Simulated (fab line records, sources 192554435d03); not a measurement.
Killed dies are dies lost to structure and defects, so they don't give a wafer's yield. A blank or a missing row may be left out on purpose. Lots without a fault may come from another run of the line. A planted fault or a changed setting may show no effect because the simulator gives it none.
Chamber matching | flow n5_finfet | N5_BEOL_M12_ETCH_67 on rie_diel-02: 4 sister chambers
The step etches SiARC in CF4, target depth 143 nm, time 238.3 s. 8 wafers are shown with their chamber, then 8 later ones without.

WAFERS WITH THEIR CHAMBER
wafer  | chamber | showerhead_plenum_p_Torr (Torr) | throttle_valve_pct (%)
L080.6 | 2       | 2.05                            | 15.58
L081.2 | 3       | 2.17                            | 15.23
L081.4 | 0       | 2.08                            | 15.58
L081.6 | 1       | 2.27                            | 15.45
L083.3 | 0       | 2.08                            | 15.59
L083.5 | 2       | 2.05                            | 15.62
L083.6 | 3       | 2.17                            | 15.26
L089.1 | 1       | 2.26                            | 15.51

WAFERS WITHOUT THEIR CHAMBER
wafer  | showerhead_plenum_p_Torr (Torr) | throttle_valve_pct (%)
L089.4 | 2.04                            | 15.63
L089.6 | 2.04                            | 15.62
L095.1 | 2.25                            | 15.55
L095.3 | 2.04                            | 15.66
L095.6 | 2.25                            | 15.56
L097.1 | 2.16                            | 15.33
L097.4 | 2.04                            | 15.66
L097.5 | 2.06                            | 15.68

WHICH CHAMBER EACH WENT THROUGH
wafer  | from the rows above | in truth
L089.4 | 2                   | 2
L089.6 | 2                   | 2
L095.1 | 1                   | 1
L095.3 | 2                   | 2
L095.6 | 1                   | 1
L097.1 | 3                   | 3
L097.4 | 2                   | 2
L097.5 | 2                   | 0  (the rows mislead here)
Placed correctly: 7 of 8. Can't be placed from these rows: 0. Placed wrongly: 1.
How it was worked out, from the rows above alone: a wafer's distance from a chamber is the root of the sum, over the readings, of the square of ((its reading less the chamber's mean) divided by the reading's scatter). The wafer belongs to the nearest chamber; if the next one is less than 2 further off, it can't be placed. A chamber's mean is the mean of its shown wafers. The scatter: the root of (the sum of the squares of (reading less its chamber's mean) over the shown wafers, divided by (wafers less chambers)).
